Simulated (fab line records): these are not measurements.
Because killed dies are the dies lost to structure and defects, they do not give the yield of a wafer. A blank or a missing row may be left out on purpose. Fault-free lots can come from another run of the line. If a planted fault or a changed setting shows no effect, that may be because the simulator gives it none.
fab line records	flow n5Finfet
record: lots: 24	wafers: 72	lastDay: 18
route steps=1938 shown BEOL_M3@1004 BEOL_M4@1021
lots with no fault: from the same line, run without faults
startH: start of the lot's first displayed wafer, in hours after the record's first day	waitH: hours elapsed since this lot's preceding step	" repeats the value in the row above	L1.1+2: a row that stands for several wafers	- value missing, or start not given	* or withheld: withheld	< > ~ a bound
route shown NAME@n: a module of which the file shows steps, and the number in the route of the first	usual: mean/standard deviation taken from wafers without a fault	same: alike in all rows	chamber/n: place in a boat	sites: each site's reading	_std_site: standard deviation of those values	_edge_site: mean of outer sites minus mean of inner sites	radiusMm: how far each site lies from the wafer's centre	mask NAME#n: copy n	behind: the tool/chamber that last shaped the wafer	hold: why the lot went on hold/how many hours it stayed there/how the hold came to an end	device: whichever transistor did not switch (one of n, p or np)	end of line: the same wafers' tests at the end of the route	a step given without rows: its recipe and nothing more	killed: dies that structure and defects cost at the first sort, which is not the same as the wafer's yield	map: dies across one wafer; x = killed, . = not, _ = none there
set.NAME: the run value of the setting; set.NAME@STEP: its run value at that earlier step	model.NAME: the simulator's own value behind a step, which no gauge read
steps of the route over a sample of lots; a table a step, a row a wafer
services: from which hour (startH, from the record's first day; less than 0 if before it) a tool's chamber was out of use, for how many hours, and why
== steps ==
step: N5_BEOL_M3_SPUTTER_90
recipe: material: Cu	targetThkA: 45	tempC: -20	chamberPressurePa: 0.07	powerW: withheld	timeS: 8.29
usual: throttleValvePct: 30.0/1.2
lot.wafer	tool	chamber	startH	waitH	throttleValvePct
L074.3	pvdSputter-01	-	148.21	0.1	30.3
L074.4	"	-	"	"	30.2
L074.5	"	-	"	"	30.4
L075.2	pvdSputter-02	-	153.18	0.1	29.8
L075.5	"	-	"	"	30.4
L075.6	"	-	"	"	29.1
L076.1	pvdSputter-02	-	176.26	0.1	29.8
L076.4	"	-	"	"	31.9
L076.6	"	-	"	"	32.1
L079.3	pvdSputter-01	-	187.41	0.1	28.2
L079.4	"	-	"	"	31.8
L079.6	"	-	"	"	30.6
L077.3	pvdSputter-02	-	187.61	0.1	30.3
L077.5	"	-	"	"	30.7
L077.6	"	-	"	"	29.2
L080.3	pvdSputter-01	-	189.25	0.1	30.3
L080.4	"	-	"	"	30.2
L080.5	"	-	"	"	30.4
L078.1	pvdSputter-02	-	192.07	0.1	32.2
L078.2	"	-	"	"	30.0
L078.5	"	-	"	"	29.8
L081.1	pvdSputter-03	-	194.32	0.1	29.1
L081.5	"	-	"	"	30.7
L081.6	"	-	"	"	28.8
L082.2	pvdSputter-02	-	196.95	0.1	30.1
L082.3	"	-	"	"	30.4
L082.6	"	-	"	"	32.2
L083.2	pvdSputter-01	-	200.98	0.1	30.2
L083.5	"	-	"	"	31.8
L083.6	"	-	"	"	28.0
L084.1	pvdSputter-02	-	225.58	0.1	30.5
L084.3	"	-	"	"	29.1
L084.4	"	-	"	"	30.0
L085.1	pvdSputter-02	-	228.80	0.1	30.3
L085.4	"	-	"	"	32.1
L085.6	"	-	"	"	29.1
L086.1	pvdSputter-01	-	234.88	0.1	30.3
L086.3	"	-	"	"	31.3
L086.5	"	-	"	"	28.3
L087.1	pvdSputter-03	-	241.16	0.1	28.9
L087.4	"	-	"	"	29.3
L087.5	"	-	"	"	29.2
L088.1	pvdSputter-01	-	251.00	0.1	30.3
L088.3	"	-	"	"	28.3
L088.4	"	-	"	"	31.6
L089.1	pvdSputter-03	-	260.91	0.1	28.8
L089.4	"	-	"	"	29.3
L089.5	"	-	"	"	28.4
L091.2	pvdSputter-01	-	263.22	0.1	30.4
L091.3	"	-	"	"	31.4
L091.6	"	-	"	"	30.3
L090.1	pvdSputter-03	-	264.50	0.1	28.5
L090.2	"	-	"	"	28.9
L090.5	"	-	"	"	29.3
L092.2	pvdSputter-02	-	264.84	0.1	29.2
L092.3	"	-	"	"	32.1
L092.4	"	-	"	"	30.0
L093.1	pvdSputter-02	-	267.87	0.1	30.0
L093.3	"	-	"	"	30.4
L093.6	"	-	"	"	29.2
L094.2	pvdSputter-01	-	278.71	0.1	30.2
L094.3	"	-	"	"	28.2
L094.5	"	-	"	"	30.2
L095.1	pvdSputter-03	-	281.98	0.1	28.8
L095.3	"	-	"	"	28.7
L095.4	"	-	"	"	31.1
L097.1	pvdSputter-01	-	301.45	0.1	30.2
L097.3	"	-	"	"	31.5
L097.5	"	-	"	"	30.0
L096.1	pvdSputter-01	-	303.33	0.1	30.0
L096.3	"	-	"	"	30.2
L096.5	"	-	"	"	30.2
step: N5_BEOL_M3_SPUTTER_94
recipe: material: Cu	targetThkA: 45	tempC: -20	chamberPressurePa: 0.07	powerW: withheld	timeS: 8.29
usual: throttleValvePct: 30.0/1.2
lot.wafer	tool	chamber	startH	waitH	throttleValvePct
L074.3	pvdSputter-01	-	148.65	0.1	29.9
L074.4	"	-	"	"	30.4
L074.5	"	-	"	"	30.3
L075.2	pvdSputter-02	-	153.68	0.1	29.9
L075.5	"	-	"	"	30.4
L075.6	"	-	"	"	29.5
L076.1	pvdSputter-02	-	176.70	0.1	30.1
L076.4	"	-	"	"	32.2
L076.6	"	-	"	"	32.2
L079.3	pvdSputter-01	-	187.85	0.1	28.2
L079.4	"	-	"	"	31.7
L079.6	"	-	"	"	30.2
L077.3	pvdSputter-02	-	188.05	0.1	30.5
L077.5	"	-	"	"	30.4
L077.6	"	-	"	"	29.0
L080.3	pvdSputter-01	-	189.69	0.1	30.3
L080.4	"	-	"	"	30.0
L080.5	"	-	"	"	30.3
L078.1	pvdSputter-02	-	192.51	0.1	32.4
L078.2	"	-	"	"	29.8
L078.5	"	-	"	"	29.9
L081.1	pvdSputter-03	-	194.76	0.1	29.3
L081.5	"	-	"	"	31.0
L081.6	"	-	"	"	28.6
L082.2	pvdSputter-02	-	197.39	0.1	29.9
L082.3	"	-	"	"	30.4
L082.6	"	-	"	"	32.2
L083.2	pvdSputter-01	-	201.42	0.1	30.3
L083.5	"	-	"	"	31.4
L083.6	"	-	"	"	28.3
L084.1	pvdSputter-02	-	226.02	0.1	30.4
L084.3	"	-	"	"	29.2
L084.4	"	-	"	"	30.1
L085.1	pvdSputter-02	-	229.24	0.1	30.6
L085.4	"	-	"	"	32.4
L085.6	"	-	"	"	29.3
L086.1	pvdSputter-01	-	235.37	0.1	29.8
L086.3	"	-	"	"	31.5
L086.5	"	-	"	"	28.1
L087.1	pvdSputter-03	-	241.60	0.1	29.1
L087.4	"	-	"	"	29.1
L087.5	"	-	"	"	29.3
L088.1	pvdSputter-01	-	251.44	0.1	30.1
L088.3	"	-	"	"	28.5
L088.4	"	-	"	"	31.2
L089.1	pvdSputter-03	-	261.35	0.1	28.8
L089.4	"	-	"	"	29.4
L089.5	"	-	"	"	28.7
L091.2	pvdSputter-01	-	263.66	0.1	30.3
L091.3	"	-	"	"	31.5
L091.6	"	-	"	"	30.3
L090.1	pvdSputter-03	-	264.94	0.1	28.7
L090.2	"	-	"	"	28.8
L090.5	"	-	"	"	29.0
L092.2	pvdSputter-02	-	265.28	0.1	29.2
L092.3	"	-	"	"	32.3
L092.4	"	-	"	"	29.9
L093.1	pvdSputter-02	-	268.31	0.1	29.9
L093.3	"	-	"	"	30.3
L093.6	"	-	"	"	29.3
L094.2	pvdSputter-01	-	279.15	0.1	30.3
L094.3	"	-	"	"	28.0
L094.5	"	-	"	"	30.4
L095.1	pvdSputter-03	-	282.42	0.1	28.9
L095.3	"	-	"	"	28.7
L095.4	"	-	"	"	30.9
L097.1	pvdSputter-01	-	301.89	0.1	30.3
L097.3	"	-	"	"	31.4
L097.5	"	-	"	"	30.3
L096.1	pvdSputter-01	-	303.77	0.1	30.2
L096.3	"	-	"	"	30.2
L096.5	"	-	"	"	30.5
step: N5_BEOL_M3_PRE_CLEAN_60
recipe: gas: NH3/H2	timeS: 15	tempC: *	rfPowerW: 300
usual: heaterPowerW: 85/8.1	rfFwdPowerW: 297.6/1.1
lot.wafer	tool	chamber	startH	waitH	heaterPowerW	rfFwdPowerW
L074.3	cvdCo-02	0	149.70	0.0	79	296.8
L074.4	"	0	"	"	79	296.6
L074.5	"	2	"	"	89	296.6
L075.2	cvdCo-02	2	154.76	0.0	89	297.7
L075.5	"	1	"	"	70	299.1
L075.6	"	0	"	"	78	298.1
L076.1	cvdCo-01	1	177.78	0.0	86	297.9
L076.4	"	1	"	"	84	298.0
L076.6	"	0	"	"	95	298.5
L079.3	cvdCo-02	0	188.89	0.0	80	296.2
L079.4	"	2	"	"	90	297.2
L079.6	"	1	"	"	69	297.1
L077.3	cvdCo-01	1	189.16	0.0	86	298.3
L077.5	"	0	"	"	93	298.2
L077.6	"	1	"	"	84	297.3
L080.3	cvdCo-02	2	190.75	0.0	89	297.5
L080.4	"	1	"	"	70	297.2
L080.5	"	0	"	"	78	297.4
L078.1	cvdCo-02	2	193.57	0.0	90	298.1
L078.2	"	0	"	"	79	296.4
L078.5	"	1	"	"	70	297.9
L082.2	cvdCo-01	0	198.44	0.0	94	298.3
L082.3	"	2	"	"	79	296.7
L082.6	"	2	"	"	80	295.2
L083.2	cvdCo-01	1	202.53	0.0	86	297.3
L083.5	"	0	"	"	93	297.6
L083.6	"	2	"	"	80	296.6
L081.1	cvdCo-01	2	207.17	0.0	82	297.2
L081.5	"	1	"	"	86	297.4
L081.6	"	0	"	"	95	298.4
L084.1	cvdCo-01	0	227.41	0.1	96	300.1
L084.3	"	2	"	"	82	296.1
L084.4	"	2	"	"	81	297.6
L085.1	cvdCo-01	1	230.59	0.1	82	298.4
L085.4	"	2	"	"	79	296.1
L085.6	"	0	"	"	95	297.6
L086.1	cvdCo-01	2	236.52	0.0	82	295.7
L086.3	"	1	"	"	85	298.8
L086.5	"	0	"	"	98	297.8
L087.1	cvdCo-02	1	242.64	0.0	73	295.6
L087.4	"	0	"	"	80	298.7
L087.5	"	2	"	"	93	297.6
L088.1	cvdCo-02	2	252.49	0.0	91	298.6
L088.3	"	0	"	"	80	298.4
L088.4	"	1	"	"	72	298.0
L089.1	cvdCo-01	2	262.40	0.0	83	296.5
L089.4	"	0	"	"	96	298.0
L089.5	"	1	"	"	86	299.4
L091.2	cvdCo-01	2	264.77	0.0	82	296.0
L091.3	"	1	"	"	86	300.1
L091.6	"	0	"	"	97	297.3
L090.1	cvdCo-02	2	265.98	0.0	92	297.9
L090.2	"	0	"	"	79	296.7
L090.5	"	2	"	"	95	297.6
L092.2	cvdCo-01	0	266.33	0.0	97	298.5
L092.3	"	1	"	"	86	297.3
L092.4	"	1	"	"	85	297.2
L093.1	cvdCo-02	1	269.35	0.0	72	297.5
L093.3	"	0	"	"	78	296.1
L093.6	"	1	"	"	72	298.3
L094.2	cvdCo-01	2	280.20	0.0	82	297.6
L094.3	"	0	"	"	97	297.3
L094.5	"	1	"	"	86	297.9
L095.1	cvdCo-02	1	283.47	0.0	73	297.1
L095.3	"	0	"	"	79	297.3
L095.4	"	0	"	"	80	298.5
L097.1	cvdCo-01	0	303.17	0.0	96	297.5
L097.3	"	2	"	"	83	295.1
L097.5	"	0	"	"	97	297.9
L096.1	cvdCo-01	0	304.82	0.0	97	297.7
L096.3	"	1	"	"	86	298.0
L096.5	"	1	"	"	83	297.8
step: N5_BEOL_M4_ILD_DEP_00
recipe: material: SiOC	targetThkA: 790	tempC: 350	precursor: DEMS/O2	pressureTorr: 5	rfW: 500	timeS: 15.3
usual: heaterPowerW: 473/68	rfFwdPowerW: 495.1/2.3	showerheadPlenumPTorr: 5.700/0.017	showerheadVppV: 1363/52	throttleValvePct: 11.8/0.63
lot.wafer	tool	chamber	startH	waitH	heaterPowerW	rfFwdPowerW	showerheadPlenumPTorr	showerheadVppV	throttleValvePct
L074.3	pecvd-04	2	149.98	0.0	401	489.8	5.691	1433	12.3
L074.4	"	0	"	"	602	495.4	5.691	1409	12.2
L074.5	"	2	"	"	407	490.3	5.685	1440	12.1
L075.2	pecvd-03	2	155.04	0.0	418	497.7	5.718	1332	11.9
L075.5	"	2	"	"	426	497.4	5.724	1342	11.9
L075.6	"	1	"	"	408	497.8	5.671	1362	12.8
L076.1	pecvd-03	2	178.06	0.0	433	493.9	5.722	1306	12.0
L076.4	"	2	"	"	420	493.5	5.699	1331	12.1
L076.6	"	0	"	"	423	495.3	5.670	1295	11.3
L079.3	pecvd-03	2	189.19	0.1	430	494.7	5.707	1321	12.1
L079.4	"	1	"	"	438	498.0	5.681	1338	12.7
L079.6	"	1	"	"	439	497.8	5.695	1367	12.8
L077.3	pecvd-03	2	189.47	0.1	411	497.7	5.721	1349	12.0
L077.5	"	1	"	"	458	497.5	5.676	1345	12.7
L077.6	"	2	"	"	423	496.2	5.726	1304	11.8
L080.3	pecvd-03	2	191.05	0.1	411	496.4	5.716	1342	12.0
L080.4	"	1	"	"	433	495.4	5.680	1341	12.9
L080.5	"	2	"	"	413	496.7	5.722	1321	12.3
L078.1	pecvd-03	2	193.89	0.0	378	495.1	5.718	1331	12.3
L078.2	"	1	"	"	407	497.2	5.699	1329	12.5
L078.5	"	1	"	"	425	496.9	5.679	1346	12.7
L082.2	pecvd-03	1	198.75	0.0	459	495.7	5.680	1350	12.5
L082.3	"	2	"	"	443	492.4	5.709	1327	12.4
L082.6	"	1	"	"	452	498.5	5.690	1363	12.5
L083.2	pecvd-01	1	202.82	0.0	571	496.9	5.692	1328	11.7
L083.5	"	1	"	"	583	496.4	5.700	1337	11.6
L083.6	"	2	"	"	445	491.0	5.717	1418	10.6
L081.1	pecvd-01	2	207.49	0.0	456	488.3	5.723	1433	10.8
L081.5	"	1	"	"	595	497.7	5.708	1337	11.6
L081.6	"	0	"	"	558	495.0	5.713	1474	11.4
L084.1	pecvd-01	0	227.69	0.0	497	495.7	5.717	1468	11.4
L084.3	"	2	"	"	453	489.2	5.710	1411	10.8
L084.4	"	0	"	"	510	494.0	5.700	1470	11.7
L085.1	pecvd-04	1	230.91	0.0	428	494.2	5.698	1341	11.6
L085.4	"	1	"	"	441	494.9	5.695	1331	11.4
L085.6	"	0	"	"	640	493.6	5.696	1410	11.3
L086.1	pecvd-01	1	236.81	0.0	570	492.5	5.703	1322	12.0
L086.3	"	2	"	"	513	490.0	5.751	1425	10.8
L086.5	"	2	"	"	518	490.6	5.715	1425	10.5
L087.1	pecvd-04	1	242.93	0.0	416	493.4	5.700	1345	11.9
L087.4	"	0	"	"	657	494.6	5.689	1417	11.4
L087.5	"	2	"	"	503	492.0	5.694	1440	10.9
L088.1	pecvd-03	2	252.77	0.0	415	497.4	5.700	1353	11.9
L088.3	"	1	"	"	442	495.7	5.680	1333	12.6
L088.4	"	2	"	"	418	496.6	5.719	1338	12.5
L089.1	pecvd-03	0	262.68	0.0	496	496.0	5.693	1306	11.3
L089.4	"	1	"	"	362	497.2	5.684	1340	12.8
L089.5	"	2	"	"	459	497.4	5.726	1328	12.4
L091.2	pecvd-03	0	265.06	0.0	481	496.6	5.701	1300	11.2
L091.3	"	1	"	"	404	495.6	5.679	1357	12.9
L091.6	"	1	"	"	399	498.5	5.691	1331	12.8
L090.1	pecvd-03	0	266.28	0.0	446	496.0	5.674	1327	11.4
L090.2	"	1	"	"	453	498.2	5.692	1333	12.6
L090.5	"	1	"	"	446	496.9	5.671	1365	12.6
L092.2	pecvd-03	1	266.62	0.0	400	499.8	5.690	1379	12.7
L092.3	"	0	"	"	495	493.7	5.694	1300	11.5
L092.4	"	2	"	"	374	494.8	5.725	1325	12.1
L093.1	pecvd-04	0	269.64	0.0	635	493.9	5.679	1424	11.5
L093.3	"	1	"	"	391	494.6	5.687	1341	11.8
L093.6	"	0	"	"	617	492.2	5.692	1422	11.2
L094.2	pecvd-04	1	280.51	0.0	363	494.4	5.693	1343	11.8
L094.3	"	0	"	"	607	495.9	5.693	1409	11.3
L094.5	"	1	"	"	368	493.9	5.693	1348	11.8
L095.1	pecvd-01	1	283.75	0.0	512	497.2	5.711	1337	12.1
L095.3	"	0	"	"	556	494.2	5.715	1444	11.6
L095.4	"	0	"	"	552	495.6	5.711	1476	12.0
L097.1	pecvd-01	0	303.49	0.0	569	496.6	5.707	1468	11.9
L097.3	"	1	"	"	606	494.7	5.704	1337	11.7
L097.5	"	2	"	"	506	491.0	5.711	1436	10.8
L096.1	pecvd-03	1	305.22	0.0	449	496.3	5.688	1352	12.4
L096.3	"	2	"	"	426	497.3	5.711	1324	12.4
L096.5	"	2	"	"	428	496.1	5.723	1333	12.5
step: N5_BEOL_M4_HM_OPEN_17
recipe: chemistry: Cl2/BCl3	targetDepthA: 200	overetchA: 60	target: TiN	maskMaterial: SOC	ionEnergyEv: 150	pressureMtorr: 10	icpW: 1000	biasW: 126	Cl2_flow_sccm: 53.25	bcl3FlowSccm: 21.75	Ar_flow_sccm: 25
usual: drypumpMotorCurrentA: 5.8/0.42	oesProductAu: 0.63/0.088	rfFwdPowerW: 990/3.5	throttleValvePct: 22.21/0.25
lot.wafer	tool	chamber	startH	waitH	drypumpMotorCurrentA	oesProductAu	rfFwdPowerW	rfHoursCounterH	throttleValvePct
L074.3	rieMetal-03	1	152.04	0.1	5.5	0.67	996	-	22.64
L074.4	"	0	"	"	5.6	0.57	992	-	22.28
L074.5	"	0	"	"	5.6	0.57	992	-	22.31
L075.2	rieMetal-01	0	157.51	0.0	5.5	0.52	987	122	22.30
L075.5	"	0	"	"	5.5	0.53	987	-	22.28
L075.6	"	1	"	"	5.4	0.59	991	-	22.01
L076.1	rieMetal-03	0	179.31	0.0	5.5	0.55	996	104	22.31
L076.4	"	1	"	"	5.5	0.66	995	-	22.67
L076.6	"	1	"	"	5.5	0.65	992	-	22.66
L079.3	rieMetal-02	0	191.98	0.1	6.3	0.76	990	-	22.23
L079.4	"	1	"	"	6.4	0.53	994	-	21.95
L079.6	"	0	"	"	6.3	0.76	989	-	22.23
L077.3	rieMetal-03	1	192.21	0.1	5.5	0.67	989	-	22.64
L077.5	"	1	"	"	5.5	0.67	988	-	22.66
L077.6	"	0	"	"	5.5	0.57	989	-	22.28
L080.3	rieMetal-02	0	193.25	0.1	6.4	0.77	999	-	22.21
L080.4	"	1	"	"	6.4	0.54	991	-	21.91
L080.5	"	1	"	"	6.4	0.54	994	-	21.92
L078.1	rieMetal-03	1	198.79	0.0	5.5	0.65	991	55	22.65
L078.2	"	0	"	"	5.5	0.56	994	108	22.28
L078.5	"	1	"	"	5.5	0.66	995	-	22.63
L082.2	rieMetal-01	1	200.28	0.0	5.4	0.59	981	75	22.01
L082.3	"	1	"	"	5.4	0.59	981	-	22.01
L082.6	"	1	"	"	5.4	0.59	983	-	22.01
L083.2	rieMetal-03	1	205.45	0.0	5.5	0.65	993	56	22.69
L083.5	"	0	"	"	5.5	0.55	995	-	22.31
L083.6	"	1	"	"	5.5	0.64	992	-	22.69
L081.1	rieMetal-03	1	210.03	0.0	5.5	0.65	995	56	22.69
L081.5	"	0	"	"	5.5	0.55	991	-	22.32
L081.6	"	1	"	"	5.5	0.65	993	-	22.68
L084.1	rieMetal-01	1	230.48	0.0	5.4	0.59	987	77	22.00
L084.3	"	1	"	"	5.5	0.60	985	-	21.99
L084.4	"	1	"	"	5.4	0.59	989	-	21.99
L085.1	rieMetal-02	1	235.61	0.0	6.4	0.54	993	113	21.92
L085.4	"	0	"	"	6.3	0.75	986	-	22.22
L085.6	"	1	"	"	6.4	0.54	994	-	21.92
L086.1	rieMetal-01	1	238.07	0.0	5.4	0.59	986	78	22.01
L086.3	"	1	"	"	5.4	0.59	984	-	21.99
L086.5	"	1	"	"	5.4	0.59	988	-	22.00
L087.1	rieMetal-02	0	245.35	0.0	6.4	0.75	990	14	22.22
L087.4	"	0	"	"	6.3	0.75	994	-	22.22
L087.5	"	0	"	"	6.3	0.73	993	-	22.24
L088.1	rieMetal-02	1	254.33	0.0	6.4	0.53	995	115	21.94
L088.3	"	0	"	"	6.3	0.74	992	-	22.24
L088.4	"	1	"	"	6.4	0.53	991	-	21.93
L089.1	rieMetal-01	1	263.80	0.0	5.4	0.59	985	82	22.02
L089.4	"	0	"	"	5.5	0.82	989	-	21.89
L089.5	"	0	"	"	5.5	0.82	989	-	21.86
L091.2	rieMetal-02	1	266.83	0.0	6.4	0.54	989	117	21.92
L091.3	"	0	"	"	6.3	0.73	990	-	22.24
L091.6	"	1	"	"	6.4	0.54	987	-	21.92
L090.1	rieMetal-03	1	267.21	0.0	5.5	0.65	989	59	22.67
L090.2	"	0	"	"	5.5	0.55	991	112	22.32
L090.5	"	1	"	"	5.5	0.65	986	-	22.66
L092.2	rieMetal-03	1	267.77	0.0	5.5	0.64	992	59	22.67
L092.3	"	0	"	"	5.6	0.55	990	-	22.32
L092.4	"	1	"	"	5.5	0.65	998	-	22.68
L093.1	rieMetal-02	0	271.89	0.0	6.4	0.71	990	17	22.25
L093.3	"	1	"	"	6.4	0.53	994	-	21.95
L093.6	"	0	"	"	6.4	0.73	987	-	22.27
L094.2	rieMetal-01	0	282.10	0.0	5.5	0.81	990	5	21.87
L094.3	"	1	"	"	5.4	0.58	989	-	22.01
L094.5	"	0	"	"	5.5	0.81	987	-	21.92
L095.1	rieMetal-02	0	286.33	0.0	6.4	0.72	993	18	22.24
L095.3	"	0	"	"	6.4	0.73	989	-	22.25
L095.4	"	0	"	"	6.4	0.73	990	-	22.24
L097.1	rieMetal-02	0	306.06	0.0	6.3	0.72	992	20	22.23
L097.3	"	0	"	"	6.3	0.72	993	-	22.24
L097.5	"	0	"	"	6.3	0.72	988	-	22.23
L096.1	rieMetal-01	1	306.91	0.0	5.4	0.58	989	86	22.03
L096.3	"	0	"	"	5.5	0.77	991	-	21.92
L096.5	"	0	"	"	5.5	0.78	987	-	21.92
step: N5_BEOL_M4_STRIP_19
recipe: chemistry: O2	powerW: 400	tempC: 40	pressureMtorr: 30	rfFrequencyHz: 6e+07	biasPowerW: 0	overashFraction: 0.2	o2FlowSccm: 225
usual: drypumpMotorCurrentA: 5.8/0.49	oesProductAu: 0.77/0.088	rfVppV: 3.6/0.42	showerheadPlenumPTorr: 2.11/0.075	throttleValvePct: 16.65/0.17
lot.wafer	tool	chamber	startH	waitH	drypumpMotorCurrentA	oesProductAu	rfHoursCounterH	rfVppV	showerheadPlenumPTorr	throttleValvePct
L074.3	rieDiel-04	0	152.15	0.1	6.7	0.68	245	3.0	1.98	17.09
L074.4	"	2	"	"	5.6	0.71	216	4.3	1.98	16.80
L074.5	"	2	"	"	5.6	0.72	-	3.9	1.98	16.81
L075.2	rieDiel-04	3	157.74	0.2	6.4	0.92	26	3.8	2.14	16.66
L075.5	"	0	"	"	6.7	0.68	-	3.2	1.98	17.08
L075.6	"	1	"	"	6.3	0.68	-	3.5	2.07	16.70
L076.1	rieDiel-02	3	179.42	0.1	5.6	0.73	172	3.9	2.09	16.65
L076.4	"	2	"	"	5.2	0.70	229	3.3	2.17	17.08
L076.6	"	1	"	"	6.2	0.71	-	4.1	2.15	16.60
L079.3	rieDiel-04	3	192.11	0.1	6.4	0.89	41	3.5	2.14	16.67
L079.4	"	2	"	"	5.6	0.71	-	3.1	1.97	16.84
L079.6	"	0	"	"	6.7	0.95	-	3.8	2.24	16.62
L077.3	rieDiel-04	2	192.42	0.2	5.6	0.70	233	3.4	1.97	16.84
L077.5	"	2	"	"	5.6	0.71	-	3.9	1.97	16.84
L077.6	"	0	"	"	6.7	0.95	-	3.4	2.24	16.61
L080.3	rieDiel-03	0	193.34	0.1	5.6	0.72	198	4.3	2.07	16.53
L080.4	"	2	"	"	5.5	0.79	-	4.2	2.10	16.45
L080.5	"	1	"	"	5.3	0.83	-	3.5	2.12	16.46
L078.1	rieDiel-02	0	198.90	0.1	5.3	0.71	209	3.7	2.01	16.66
L078.2	"	2	"	"	5.2	0.70	236	3.4	2.17	17.10
L078.5	"	0	"	"	5.3	0.72	-	3.5	2.01	16.67
L082.2	rieDiel-02	0	200.40	0.1	5.3	0.72	210	3.4	2.01	16.69
L082.3	"	2	"	"	5.2	0.69	236	4.1	2.17	17.08
L082.6	"	2	"	"	5.2	0.70	-	3.8	2.17	17.10
L083.2	rieDiel-03	0	205.56	0.1	5.6	0.72	202	3.9	2.07	16.53
L083.5	"	1	"	"	5.3	0.82	-	3.9	2.12	16.47
L083.6	"	0	"	"	5.6	0.72	-	4.2	2.07	16.51
L081.1	rieDiel-02	0	210.17	0.1	5.3	0.71	213	3.9	2.01	16.67
L081.5	"	1	"	"	6.2	0.71	-	4.4	2.15	16.60
L081.6	"	2	"	"	5.2	0.69	-	4.0	2.17	17.10
L084.1	rieDiel-02	1	230.75	0.2	6.2	0.70	231	3.5	2.14	16.62
L084.3	"	0	"	"	5.3	0.70	220	3.2	2.00	16.70
L084.4	"	2	"	"	5.3	0.68	246	3.7	2.16	17.11
L085.1	rieDiel-04	1	235.72	0.1	6.3	0.95	11	4.1	2.06	16.33
L085.4	"	2	"	"	5.6	0.69	250	4.0	1.97	16.86
L085.6	"	0	"	"	6.7	0.91	-	4.0	2.24	16.66
L086.1	rieDiel-03	1	238.37	0.3	5.3	0.82	93	3.8	2.12	16.46
L086.3	"	2	"	"	5.4	0.77	122	3.2	2.10	16.50
L086.5	"	1	"	"	5.3	0.82	-	3.6	2.12	16.47
L087.1	rieDiel-02	3	245.56	0.2	5.6	0.72	196	3.8	2.08	16.71
L087.4	"	0	"	"	5.3	0.69	-	3.2	2.00	16.70
L087.5	"	3	"	"	5.6	0.72	-	4.0	2.08	16.70
L088.1	rieDiel-02	3	254.44	0.1	5.6	0.72	200	3.8	2.08	16.71
L088.3	"	0	"	"	5.3	0.70	230	3.5	2.00	16.71
L088.4	"	3	"	"	5.6	0.71	-	3.8	2.08	16.70
L089.1	rieDiel-02	0	263.92	0.1	5.3	0.69	233	3.8	2.00	16.74
L089.4	"	3	"	"	5.6	0.71	-	3.2	2.08	16.72
L089.5	"	1	"	"	6.2	0.69	-	4.2	2.14	16.65
L091.2	rieDiel-02	1	266.94	0.1	6.3	0.69	248	3.4	2.14	16.65
L091.3	"	0	"	"	5.3	0.69	235	3.6	2.00	16.73
L091.6	"	3	"	"	5.6	0.70	-	3.0	2.08	16.72
L090.1	rieDiel-03	2	267.32	0.1	5.4	0.75	132	3.9	2.10	16.51
L090.2	"	3	"	"	5.7	0.90	28	4.6	2.23	16.56
L090.5	"	2	"	"	5.5	0.75	-	3.8	2.10	16.53
L092.2	rieDiel-04	0	267.88	0.1	6.7	0.89	32	3.9	2.23	16.68
L092.3	"	1	"	"	6.3	0.92	25	3.8	2.06	16.36
L092.4	"	2	"	"	5.6	0.97	5	3.6	2.23	16.39
L093.1	rieDiel-03	2	272.00	0.1	5.4	0.77	133	4.2	2.10	16.52
L093.3	"	0	"	"	5.6	0.72	221	3.4	2.06	16.54
L093.6	"	3	"	"	5.7	0.89	-	3.6	2.23	16.51
L094.2	rieDiel-03	2	282.24	0.1	5.4	0.76	137	4.1	2.09	16.52
L094.3	"	0	"	"	5.6	0.70	225	4.1	2.06	16.57
L094.5	"	2	"	"	5.4	0.75	-	3.3	2.09	16.51
L095.1	rieDiel-03	2	286.53	0.2	5.4	0.75	139	3.8	2.09	16.52
L095.3	"	0	"	"	5.6	0.70	227	3.9	2.06	16.54
L095.4	"	3	"	"	5.7	0.88	35	3.2	2.23	16.56
L097.1	rieDiel-04	0	306.26	0.2	6.7	0.86	45	2.9	2.23	16.68
L097.3	"	3	"	"	6.4	0.82	84	3.8	2.12	16.76
L097.5	"	0	"	"	6.7	0.86	-	3.8	2.23	16.68
L096.1	rieDiel-04	2	307.02	0.1	5.6	0.93	19	3.1	2.22	16.40
L096.3	"	3	"	"	6.4	0.84	85	2.9	2.12	16.75
L096.5	"	0	"	"	6.7	0.86	-	3.4	2.23	16.69
== services ==
tool	chamber	startH	hours	kind
cvdCo-02	-	127.37	2.8	pm
pvdSputter-01	-	137.17	2.2	repair
pecvd-01	-	139.51	14.6	pm
cvdCo-01	0	141.80	9.5	repair
rieDiel-02	-	145.40	4.3	pm
rieDiel-02	-	163.03	3.2	repair
rieMetal-01	-	171.73	28.1	pm
pecvd-03	0	186.08	5.0	scheduledDown
rieDiel-03	3	189.80	9.6	repair
rieDiel-03	-	219.02	2.8	pm
pecvd-03	0	227.38	25.5	repair
pvdSputter-01	-	231.67	2.2	repair
pvdSputter-01	-	236.50	2.7	repair
rieDiel-02	2	241.92	-	clean
rieDiel-02	2	241.92	-	consumableReplace:focusRing
rieDiel-02	2	241.92	31.1	scheduledDown
rieDiel-02	2	241.92	31.1	ventCycle
rieMetal-03	-	242.81	14.6	pm
rieMetal-03	-	258.06	1.4	pm
rieDiel-03	0	259.75	6.6	repair
rieDiel-02	0	261.10	2.4	repair
pecvd-01	-	262.81	2.8	pm
pecvd-03	0	292.95	5.5	scheduledDown
pecvd-04	1	297.75	48.4	repair
== key ==
fault none
